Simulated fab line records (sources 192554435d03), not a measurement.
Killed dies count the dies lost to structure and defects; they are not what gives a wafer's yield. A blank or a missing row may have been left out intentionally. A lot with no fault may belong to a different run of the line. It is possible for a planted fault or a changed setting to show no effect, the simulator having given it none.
fab line records	flow n5Finfet
record: lots: 9	wafers: 27	lastDay: 18
route steps=1938 shown BEOL_M4@1111 MIM_BOT@1833 TV_LITHO@1886 TV_OPEN@1889 PAD_METAL@1895 PASSIVATION@1936
lots that met no fault: from a run of the same line without faults
startH: start of the lot's first displayed wafer, in hours after the record's first day	waitH: how many hours have passed since the lot's step before this one	" unchanged from the row above	L1.1+2: one row covering several wafers at once	- no value, or no start was given	* or withheld: withheld	< > ~ a bound
route shown NAME@n: NAME is a module with steps in the file, n the number in the route of the first one	usual: mean/standard deviation of fault-free wafers	same: alike in all rows	chamber/n: place in a boat	sites: each site's reading	_std_site: the standard deviation of these	_edge_site: inner sites' mean taken away from outer sites' mean	radiusMm: for every site, how far away it sits from the centre of the wafer	mask NAME#n: copy n	behind: the most recent tool/chamber to have shaped the wafer	hold: reason for holding the lot/hours on hold/outcome of the hold	device: the n, p or np transistor that did not switch	end of line: tests run on the same wafers once the route is complete	a step with no rows: only its recipe	killed: count of dies lost to structure and defects at first sort (not the wafer's yield)	map: shows each die of a wafer: x if killed, . if not, _ if none is there
set.NAME: the setting the step ran with; set.NAME@STEP: the setting that earlier step ran with	model.NAME: the simulator's own value behind a step, which no gauge read
the route's steps for a sample of lots (tables are steps, rows are wafers)
services: the hour from which a tool's chamber was out of use, counted from the record's first day as startH (under 0 if before that day), plus the number of hours and why
== steps ==
step: N5_BEOL_M4_RC_MEAS_101
usual: DIBL_N: 35.9/1.7	DIBL_P: 36.0/2.2	IOFF_N: 0.16/0.031	IOFF_P: 0.21/0.039	ION_N: 678/13	ION_P: 464/8.8	SS_N: 71.5/0.61	SS_P: 73.2/0.68	VT_N: 249/3.3	VT_P: -250/3.8
lot.wafer	tool	chamber	startH	waitH	DIBL_N[mV/V]	DIBL_P[mV/V]	IOFF_N[nA/um]	IOFF_P[nA/um]	ION_N[uA/um]	ION_P[uA/um]	SS_N[mV/dec]	SS_P[mV/dec]	VT_N[mV]	VT_P[mV]
L400.2	prober-01	0	208.97	0.2	34.3	35.4	0.15	0.19	688	478	71.3	73.7	247	-252
L400.3	"	0	"	"	37.9	38.9	0.21	0.26	702	479	72.8	74.1	243	-248
L400.5	"	0	"	"	34.6	34.2	0.14	0.18	678	462	71.8	72.8	249	-253
L401.3	prober-01	0	217.54	0.3	38.3	38.9	0.19	0.23	684	459	71.8	74.7	250	-252
L401.4	"	0	"	"	39.5	39.3	0.22	0.24	681	459	72.5	74.4	247	-253
L401.5	"	0	"	"	38.3	38.3	0.18	0.22	672	453	71.8	73.9	249	-253
L402.2	prober-01	0	219.98	0.2	36.7	38.4	0.18	0.24	668	456	71.8	73.2	248	-246
L402.5	"	0	"	"	35.5	36.3	0.17	0.21	678	463	71.5	73.5	251	-247
L402.6	"	0	"	"	35.9	38.2	0.17	0.24	661	458	72.1	74.4	248	-247
L403.2	prober-01	0	226.65	0.2	34.1	34.7	0.13	0.17	665	454	71.1	72.4	252	-252
L403.3	"	0	"	"	36.3	36.6	0.16	0.19	679	457	71.4	72.9	248	-251
L403.6	"	0	"	"	34.5	34.4	0.13	0.16	664	451	71.0	72.5	251	-254
L404.2	prober-02	0	232.93	0.2	35.4	33.1	0.14	0.18	689	467	71.3	71.7	249	-250
L404.5	"	0	"	"	40.4	40.4	0.26	0.31	717	480	72.2	73.7	241	-245
L404.6	"	0	"	"	37.8	35.9	0.18	0.21	681	462	72.4	73.5	247	-248
L405.1	prober-02	0	235.40	0.0	36.7	37.8	0.17	0.21	673	458	71.7	73.6	248	-250
L405.3	"	0	"	"	39.1	40.6	0.20	0.27	675	466	71.5	74.3	245	-247
L405.5	"	0	"	"	36.3	37.5	0.16	0.22	666	463	71.2	73.8	247	-252
L407.1	prober-02	0	261.70	0.0	34.3	35.5	0.17	0.20	677	457	71.5	73.0	249	-249
L407.3	"	0	"	"	37.3	39.1	0.22	0.27	689	468	72.8	73.9	245	-247
L407.4	"	0	"	"	35.8	36.8	0.19	0.22	693	464	72.2	72.6	248	-250
L415.2	prober-02	0	310.91	0.2	32.6	34.7	0.13	0.21	678	471	71.6	72.8	253	-248
L415.4	"	0	"	"	34.8	36.8	0.17	0.23	685	472	72.3	73.4	249	-250
L415.6	"	0	"	"	34.6	36.9	0.16	0.25	674	466	72.4	74.2	251	-248
L416.3	prober-02	0	314.06	0.3	34.9	33.1	0.13	0.17	681	462	71.8	73.0	251	-252
L416.5	"	0	"	"	38.4	38.7	0.20	0.25	688	463	72.1	73.7	245	-249
L416.6	"	0	"	"	34.8	33.7	0.13	0.17	690	465	70.8	72.6	250	-254
step: N5_MIM_BOT_SPUTTER_00
recipe: material: TiN	targetThkA: 350	tempC: 200	powerW: 3000	chamberPressurePa: 0.49996	gas: Ar	reactivePartialPa: 0.37997	timeS: 89.7
usual: throttleValvePct: 30.2/1.1
lot.wafer	tool	chamber	startH	waitH	throttleValvePct
L400.2	pvdSputter-02	-	300.97	0.0	31.2
L400.3	"	-	"	"	27.7
L400.5	"	-	"	"	27.8
L401.3	pvdSputter-03	-	310.05	0.0	31.3
L401.4	"	-	"	"	30.9
L401.5	"	-	"	"	29.9
L402.2	pvdSputter-03	-	322.24	0.0	29.5
L402.5	"	-	"	"	31.2
L402.6	"	-	"	"	30.7
L403.2	pvdSputter-03	-	322.46	0.0	29.7
L403.3	"	-	"	"	30.6
L403.6	"	-	"	"	30.7
L405.1	pvdSputter-03	-	322.78	0.0	30.1
L405.3	"	-	"	"	30.9
L405.5	"	-	"	"	30.0
L404.2	pvdSputter-03	-	333.50	0.0	29.9
L404.5	"	-	"	"	30.6
L404.6	"	-	"	"	29.9
L407.1	pvdSputter-03	-	363.48	0.0	30.6
L407.3	"	-	"	"	30.7
L407.4	"	-	"	"	30.0
L415.2	pvdSputter-02	-	419.92	0.0	27.8
L415.4	"	-	"	"	31.1
L415.6	"	-	"	"	29.9
L416.3	pvdSputter-01	-	420.48	0.0	30.9
L416.5	"	-	"	"	29.9
L416.6	"	-	"	"	31.0
step: N5_PASSIVATION_DESCUM_12
recipe: chemistry: O2	timeS: 7.9	sourcePowerW: 50	biasPowerW: 20	pressureMtorr: 20	rfFrequencyHz: 2.712e+07	tempC: 40	o2FlowSccm: 225
usual: drypumpMotorCurrentA: 5.7/0.62	oesProductAu: 0.83/0.085	rfVppV: 243.1/1.2	showerheadPlenumPTorr: 2.08/0.064	throttleValvePct: 20.36/0.29
lot.wafer	tool	chamber	startH	waitH	drypumpMotorCurrentA	oesProductAu	rfHoursCounterH	rfVppV	showerheadPlenumPTorr	throttleValvePct
L400.2	rieDiel-04	2	306.25	0.0	5.7	0.84	58	242.4	2.15	20.70
L400.3	"	3	"	"	6.6	0.69	227	241.0	1.99	20.92
L400.5	"	2	"	"	5.7	0.83	-	245.2	2.15	20.69
L401.3	rieDiel-01	2	313.84	0.0	6.1	0.89	55	242.5	2.01	19.85
L401.4	"	0	"	"	4.7	0.84	83	244.3	2.10	20.23
L401.5	"	0	"	"	4.7	0.84	-	242.8	2.10	20.22
L405.1	rieDiel-04	0	330.73	0.1	5.7	0.89	34	243.4	2.12	20.63
L405.3	"	3	"	"	6.6	0.69	233	240.3	1.99	20.89
L405.5	"	0	"	"	5.7	0.89	-	243.6	2.12	20.62
L402.2	rieDiel-03	3	333.15	0.0	6.3	1.03	1	245.4	2.16	20.16
L402.5	"	0	"	"	5.0	0.80	-	243.5	2.10	20.09
L402.6	"	3	"	"	6.2	1.02	-	242.4	2.16	20.16
L403.2	rieDiel-03	1	333.79	0.5	5.3	0.73	203	244.2	2.05	20.17
L403.3	"	0	"	"	5.0	0.79	120	244.1	2.10	20.08
L403.6	"	0	"	"	5.0	0.80	-	242.8	2.10	20.09
L404.2	rieDiel-01	0	340.24	0.0	4.8	0.83	90	243.0	2.10	20.24
L404.5	"	0	"	"	4.8	0.83	-	243.2	2.10	20.25
L404.6	"	2	"	"	6.1	0.88	-	242.3	2.01	19.88
L407.1	rieDiel-01	2	369.20	0.3	6.1	0.87	71	242.4	2.01	19.90
L407.3	"	1	"	"	5.2	0.96	5	242.1	2.05	20.43
L407.4	"	0	"	"	4.7	0.82	-	244.3	2.09	20.24
L416.3	rieDiel-04	1	431.21	0.7	6.5	0.73	178	244.1	2.08	20.57
L416.5	"	1	"	"	6.5	0.73	-	244.2	2.08	20.56
L416.6	"	3	"	"	6.6	0.92	-	246.1	2.25	20.58
L415.2	rieDiel-03	0	431.49	0.8	5.0	0.76	151	243.4	2.09	20.13
L415.4	"	1	"	"	5.3	0.70	234	242.5	2.04	20.21
L415.6	"	3	"	"	6.2	0.93	-	244.0	2.15	20.21
step: N5_PASSIVATION_STRIP_14
recipe: chemistry: O2	powerW: 600	tempC: 60	pressureMtorr: 30	rfFrequencyHz: 6e+07	biasPowerW: 0	overashFraction: 0.5	o2FlowSccm: 225
usual: drypumpMotorCurrentA: 5.7/0.63	oesProductAu: 0.83/0.084	rfVppV: 3.8/0.88	showerheadPlenumPTorr: 2.09/0.064	throttleValvePct: 16.60/0.26
lot.wafer	tool	chamber	startH	waitH	drypumpMotorCurrentA	oesProductAu	rfHoursCounterH	rfVppV	showerheadPlenumPTorr	throttleValvePct
L400.2	rieDiel-04	2	306.60	0.1	5.7	0.81	59	3.0	2.15	16.81
L400.3	"	3	"	"	6.6	0.68	227	3.3	2.00	17.11
L400.5	"	2	"	"	5.7	0.84	-	3.3	2.15	16.83
L401.3	rieDiel-01	2	314.19	0.1	6.1	0.88	56	2.1	2.02	16.17
L401.4	"	0	"	"	4.7	0.85	84	4.3	2.10	16.48
L401.5	"	0	"	"	4.7	0.84	-	4.6	2.10	16.49
L405.1	rieDiel-04	0	331.08	0.1	5.7	0.88	34	4.3	2.13	16.86
L405.3	"	3	"	"	6.6	0.68	233	3.2	2.00	17.14
L405.5	"	0	"	"	5.8	0.88	-	3.7	2.13	16.84
L402.2	rieDiel-03	3	333.51	0.1	6.2	1.01	1	3.1	2.16	16.37
L402.5	"	0	"	"	5.0	0.79	-	3.2	2.11	16.32
L402.6	"	3	"	"	6.2	1.03	-	3.6	2.16	16.39
L403.2	rieDiel-03	1	334.15	0.1	5.3	0.72	203	4.5	2.06	16.47
L403.3	"	0	"	"	5.0	0.80	120	2.7	2.11	16.32
L403.6	"	0	"	"	5.0	0.79	-	3.7	2.11	16.34
L404.2	rieDiel-01	0	340.59	0.1	4.7	0.83	91	3.1	2.10	16.49
L404.5	"	0	"	"	4.7	0.82	-	2.3	2.10	16.46
L404.6	"	2	"	"	6.1	0.88	-	3.8	2.02	16.21
L407.1	rieDiel-01	2	369.56	0.1	6.1	0.87	72	3.2	2.01	16.19
L407.3	"	1	"	"	5.2	0.98	5	6.1	2.05	16.66
L407.4	"	0	"	"	4.8	0.83	-	3.1	2.10	16.51
L416.3	rieDiel-04	1	431.56	0.1	6.5	0.74	178	4.4	2.08	16.77
L416.5	"	1	"	"	6.5	0.74	-	3.2	2.08	16.79
L416.6	"	3	"	"	6.6	0.92	-	3.2	2.25	16.74
L415.2	rieDiel-03	0	431.84	0.1	5.0	0.77	151	4.5	2.10	16.39
L415.4	"	1	"	"	5.3	0.70	234	3.3	2.05	16.55
L415.6	"	3	"	"	6.3	0.94	-	4.0	2.15	16.42
step: N5_PASSIVATION_SPUTTER_20
recipe: material: TaN	targetThkA: 500	tempC: 25	chamberPressurePa: 0.4
usual: throttleValvePct: 30.1/1.1
lot.wafer	tool	chamber	startH	waitH	throttleValvePct
L400.2	pvdSputter-02	-	307.18	0.0	27.7
L400.3	"	-	"	"	31.3
L400.5	"	-	"	"	31.3
L401.3	pvdSputter-03	-	314.71	0.0	29.7
L401.4	"	-	"	"	29.9
L401.5	"	-	"	"	29.9
L405.1	pvdSputter-02	-	331.39	0.0	31.2
L405.3	"	-	"	"	29.7
L405.5	"	-	"	"	29.7
L402.2	pvdSputter-03	-	333.84	0.0	30.7
L402.5	"	-	"	"	30.5
L402.6	"	-	"	"	29.9
L403.2	pvdSputter-02	-	334.45	0.0	27.7
L403.3	"	-	"	"	31.0
L403.6	"	-	"	"	27.5
L404.2	pvdSputter-03	-	341.41	0.0	29.9
L404.5	"	-	"	"	30.5
L404.6	"	-	"	"	31.2
L407.1	pvdSputter-01	-	370.01	0.0	30.9
L407.3	"	-	"	"	28.8
L407.4	"	-	"	"	31.5
L416.3	pvdSputter-02	-	431.87	0.0	29.5
L416.5	"	-	"	"	31.2
L416.6	"	-	"	"	27.7
L415.2	pvdSputter-01	-	432.14	0.0	31.6
L415.4	"	-	"	"	29.9
L415.6	"	-	"	"	29.9
step: N5_PASSIVATION_PROBE_49
usual: defectLimitedYield: 90.9/1.5	killed_at_M0_to_M3: 36/10	killed_at_M4_up: 13/5.5	killedAtContacts: 12/5.6	killedAtFrontEnd: 42/12	killedAtOther: 4/3.2	killedDies: 108/18	killedOnRim: 15/4.1	killedOpen: 71/13	killedShort: 34/7.8	sort_bin_5_function: 5.4/1	sort_bin_6_memory: 3.4/0.68	sortNPass: 1072/18	sortYieldPct: 90.9/1.5
same: grossDies: 1180	killedAtBackSide: 0	sort_bin_4_leakage[%]: 0	sort_bin_8_speed[%]: 0
lot.wafer	tool	chamber	startH	waitH	defectLimitedYield[%]	killed_at_M0_to_M3	killed_at_M4_up	killedAtContacts	killedAtFrontEnd	killedAtOther	killedDies	killedOnRim	killedOpen	killedShort	sort_bin_5_function[%]	sort_bin_6_memory[%]	sortNPass	sortYieldPct[%]
L401.3	prober-01	-	320.25	0.1	93.1	22	17	5	35	2	81	10	52	28	3.9	2.7	1099	93.1
L401.4	prober-01	-	320.30	0.2	95.3	27	5	2	19	2	55	7	30	23	2.7	1.7	1125	95.3
L401.5	prober-01	-	320.35	0.2	91.9	25	8	10	53	0	96	8	53	38	5.0	2.6	1084	91.9
L405.1	prober-02	-	336.83	0.0	90.1	48	22	5	36	6	117	13	70	45	6.2	3.3	1063	90.1
L405.3	prober-02	-	336.93	0.1	90.9	43	11	3	46	4	107	15	58	49	5.7	3.0	1073	90.9
L405.5	prober-02	-	337.03	0.2	92.4	25	9	14	40	2	90	14	62	27	4.2	3.3	1090	92.4
L402.2	prober-01	-	339.71	0.1	90.8	46	14	21	24	3	108	17	74	32	5.8	3.1	1072	90.8
L402.5	prober-01	-	339.86	0.2	88.9	35	10	30	54	2	131	20	89	40	6.4	4.3	1049	88.9
L402.6	prober-01	-	339.91	0.3	89.7	58	17	15	30	1	121	16	84	36	5.7	4.1	1059	89.7
L403.2	prober-02	-	340.54	0.1	92.0	41	16	8	19	10	94	14	65	29	4.7	3.0	1086	92.0
L403.3	prober-02	-	340.59	0.1	91.0	42	11	10	39	4	106	13	82	24	6.1	2.7	1074	91.0
L403.6	prober-02	-	340.74	0.3	92.4	39	12	8	29	2	90	10	61	28	4.8	2.5	1090	92.4
L404.2	prober-01	-	347.96	0.1	91.9	28	17	12	30	8	95	17	60	35	4.9	3.0	1085	91.9
L404.5	prober-01	-	348.11	0.2	91.4	29	14	20	32	6	101	7	70	26	5.3	2.9	1079	91.4
L404.6	prober-01	-	348.16	0.3	64.4	33	8	16	37	326	420	15	63	31	5.2	2.5	760	64.4
L407.1	prober-01	-	376.66	0.0	90.6	33	5	8	61	4	111	23	70	36	5.1	3.6	1069	90.6
L407.3	prober-01	-	376.76	0.1	61.4	26	4	18	70	338	456	16	92	29	6.4	3.7	724	61.4
L407.4	prober-01	-	376.81	0.2	87.7	33	7	12	89	4	145	19	95	49	7.9	4.0	1035	87.7
killed by level:class
L401.3 FIN_SAQP:geometricParticle:open=10 BEOL_M0_SAQP:geometricParticle:short=8 BEOL_M4:geometricParticle:open=6 FIN_SAQP:geometricParticle:short=4 DUMMY_GATE:geometricParticle:open=4 BEOL_M5:geometricParticle:open=4 ILD0:geometricParticle:short=3 MOL_CONTACT_COAG:geometricParticle:open=3
L401.4 BEOL_M0_SAQP:geometricParticle:short=8 BEOL_M0_SAQP:geometricParticle:open=5 DUMMY_GATE:geometricParticle:open=4 FIN_SAQP:geometricParticle:open=3 BEOL_M1:geometricParticle:open=3 BEOL_M3:geometricParticle:open=3 FIN_CUT:geometricParticle:short=2 MOL_CONTACT_COAG:geometricParticle:open=2
L401.5 FIN_SAQP:geometricParticle:open=17 FIN_SAQP:geometricParticle:short=12 BEOL_M2:geometricParticle:open=9 MOL_CONTACT_COAG:geometricParticle:open=5 MOL_CONTACT_COAG:geometricParticle:short=5 GATE_CUT:geometricParticle:short=4 BEOL_M0_SAQP:geometricParticle:short=4 BEOL_M3:geometricParticle:open=4
L405.1 FIN_SAQP:geometricParticle:open=10 BEOL_M0_SAQP:geometricParticle:short=10 BEOL_M2:geometricParticle:open=10 FIN_SAQP:geometricParticle:short=7 BEOL_M0:geometricParticle:short=7 BEOL_M3:geometricParticle:open=7 BEOL_M4:geometricParticle:open=7 DUMMY_GATE:geometricParticle:open=5
L405.3 STI_FIN_REVEAL:geometricParticle:open=16 BEOL_M0_SAQP:geometricParticle:short=11 STARTING-WAFER:geometricParticle:short=9 FIN_SAQP:geometricParticle:short=8 BEOL_M2:geometricParticle:open=8 BEOL_M0_SAQP:geometricParticle:open=8 BEOL_M0:geometricParticle:short=4 DUMMY_GATE:geometricParticle:open=3
L405.5 MOL_CONTACT_COAG:geometricParticle:open=13 BEOL_M2:geometricParticle:open=8 STI_FIN_REVEAL:geometricParticle:open=8 GATE_CUT:geometricParticle:short=8 FIN_SAQP:geometricParticle:open=7 BEOL_M0_SAQP:geometricParticle:short=7 DUMMY_GATE:geometricParticle:open=6 FIN_SAQP:geometricParticle:short=5
L402.2 MOL_CONTACT_COAG:geometricParticle:open=17 BEOL_M3:geometricParticle:open=12 BEOL_M2:geometricParticle:open=10 BEOL_M1:geometricParticle:open=7 STI_FIN_REVEAL:geometricParticle:open=6 BEOL_M3:geometricParticle:short=5 STARTING-WAFER:geometricParticle:short=4 MOL_CONTACT_COAG:geometricParticle:short=4
L402.5 MOL_CONTACT_COAG:geometricParticle:open=26 STI_FIN_REVEAL:geometricParticle:open=17 FIN_SAQP:geometricParticle:short=11 BEOL_M2:geometricParticle:open=8 BEOL_M3:geometricParticle:open=8 FIN_SAQP:geometricParticle:open=7 STI_FIN_REVEAL:geometricParticle:short=4 MOL_CONTACT_COAG:geometricParticle:short=4
L402.6 BEOL_M3:geometricParticle:open=16 MOL_CONTACT_COAG:geometricParticle:open=14 BEOL_M1:geometricParticle:open=12 BEOL_M0_SAQP:geometricParticle:short=9 BEOL_M0_SAQP:geometricParticle:open=8 BEOL_M2:geometricParticle:open=7 BEOL_M4:geometricParticle:open=7 FIN_SAQP:geometricParticle:short=6
L403.2 BEOL_M2:geometricParticle:open=9 BEOL_M1:geometricParticle:open=9 BEOL_M3:geometricParticle:open=8 MOL_CONTACT_COAG:geometricParticle:open=7 BEOL_M4:geometricParticle:open=7 BEOL_M1:geometricParticle:short=5 FIN_SAQP:geometricParticle:open=4 BEOL_M2:geometricParticle:short=4
L403.3 BEOL_M2:geometricParticle:open=24 STI_FIN_REVEAL:geometricParticle:open=12 MOL_CONTACT_COAG:geometricParticle:open=8 GATE_CUT:geometricParticle:short=6 BEOL_M0_SAQP:geometricParticle:open=6 BEOL_M4:geometricParticle:open=5 BEOL_M1:geometricParticle:open=4 STARTING-WAFER:geometricParticle:open=4
L403.6 BEOL_M1:geometricParticle:open=10 BEOL_M2:geometricParticle:open=10 FIN_SAQP:geometricParticle:open=6 MOL_CONTACT_COAG:geometricParticle:open=6 BEOL_M0_SAQP:geometricParticle:short=5 BEOL_M3:geometricParticle:open=5 BEOL_M8:geometricParticle:open=5 STARTING-WAFER:geometricParticle:short=5
L404.2 BEOL_M4:geometricParticle:open=13 BEOL_M0_SAQP:geometricParticle:short=11 MOL_CONTACT_COAG:geometricParticle:open=10 STI_FIN_REVEAL:geometricParticle:open=8 DUMMY_GATE:geometricParticle:open=7 BEOL_M0_SAQP:geometricParticle:open=6 FIN_SAQP:geometricParticle:short=5 BEOL_M1:geometricParticle:open=4
L404.5 MOL_CONTACT_COAG:geometricParticle:open=13 STI_FIN_REVEAL:geometricParticle:open=10 BEOL_M1:geometricParticle:open=10 DUMMY_GATE:geometricParticle:open=7 MOL_CONTACT_COAG:geometricParticle:short=7 BEOL_M3:geometricParticle:open=5 BEOL_M0_SAQP:geometricParticle:open=4 BEOL_M0_SAQP:geometricParticle:short=4
L404.6 MIM_BOT:areaSputter=326 MOL_CONTACT_COAG:geometricParticle:open=15 BEOL_M0_SAQP:geometricParticle:short=9 STI_FIN_REVEAL:geometricParticle:open=8 BEOL_M0_SAQP:geometricParticle:open=8 DUMMY_GATE:geometricParticle:short=6 BEOL_M1:geometricParticle:open=6 DUMMY_GATE:geometricParticle:open=5
L407.1 FIN_SAQP:geometricParticle:open=19 STI_FIN_REVEAL:geometricParticle:open=15 BEOL_M0_SAQP:geometricParticle:short=12 MOL_CONTACT_COAG:geometricParticle:open=8 FIN_SAQP:geometricParticle:short=7 BEOL_M0_SAQP:geometricParticle:open=7 HKMG_FIN:areaEtch=5 BEOL_M1:geometricParticle:open=4
L407.3 MIM_BOT:areaSputter=334 FIN_SAQP:geometricParticle:open=33 MOL_CONTACT_COAG:geometricParticle:open=16 FIN_SAQP:geometricParticle:short=12 STI_FIN_REVEAL:geometricParticle:open=7 BEOL_M0_SAQP:geometricParticle:short=6 GATE_CUT:geometricParticle:open=5 BEOL_M1:geometricParticle:open=5
L407.4 FIN_SAQP:geometricParticle:open=23 STI_FIN_REVEAL:geometricParticle:open=20 FIN_SAQP:geometricParticle:short=17 BEOL_M3:geometricParticle:open=10 MOL_CONTACT_COAG:geometricParticle:open=9 BEOL_M0_SAQP:geometricParticle:open=6 STI_FIN_REVEAL:geometricParticle:short=5 BEOL_M0_SAQP:geometricParticle:short=5
== services ==
tool	chamber	startH	hours	kind
pvdSputter-02	-	279.52	3.8	repair
rieDiel-03	3	316.84	-	clean
rieDiel-03	3	316.84	-	consumableReplace:focusRing
rieDiel-03	3	316.84	13.1	scheduledDown
rieDiel-03	3	316.84	13.1	ventCycle
pvdSputter-01	-	320.04	19.6	repair
rieDiel-01	1	324.46	-	clean
rieDiel-01	1	324.46	-	consumableReplace:focusRing
rieDiel-01	1	324.46	33.2	scheduledDown
rieDiel-01	1	324.46	33.2	ventCycle
rieDiel-04	1	328.93	6.7	repair
pvdSputter-01	-	354.53	5.4	repair
rieDiel-01	3	357.36	12.1	repair
rieDiel-01	2	358.45	3.4	repair
rieDiel-01	3	384.83	1.3	repair
rieDiel-04	3	384.99	-	clean
rieDiel-04	3	384.99	-	consumableReplace:focusRing
rieDiel-04	3	384.99	-	consumableReplace:showerhead
rieDiel-04	3	384.99	17.4	scheduledDown
rieDiel-04	3	384.99	17.4	ventCycle
pvdSputter-01	-	386.41	4.6	repair
rieDiel-04	2	403.20	10.2	repair
pvdSputter-01	-	412.36	3.4	repair
rieDiel-04	2	430.48	7.6	repair
== key ==
firstSign: step: N5_PASSIVATION_PROBE_49	reading: killedAtOther	direction: up	sigmas: 99+	usual: 4	struck: 332
effect: step: N5_PASSIVATION_PROBE_49	reading: sortYieldPct	direction: down	sigmas: 18	usual: 90.9	struck: 62.9
moreKillsBornAt: N5_MIM_BOT_SPUTTER_00@pvdSputter-03: 660
metAt N5_MIM_BOT_SPUTTER_00
struckLots L404,L407
struckWafers L404.6,L407.3
notActingAt N5_PASSIVATION_DESCUM_12,N5_PASSIVATION_STRIP_14,N5_PASSIVATION_SPUTTER_20
onsetBetween 322.78 333.50
fault: kind: processParameterDrift	tool: pvdSputter-03	chamber: -	onsetH: 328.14	steps: N5_MIM_BOT_SPUTTER_00	channel: timeS	offset: *	shape: step	endH: 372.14	scope: struckWafersOnly	actsIn: *	stated: *
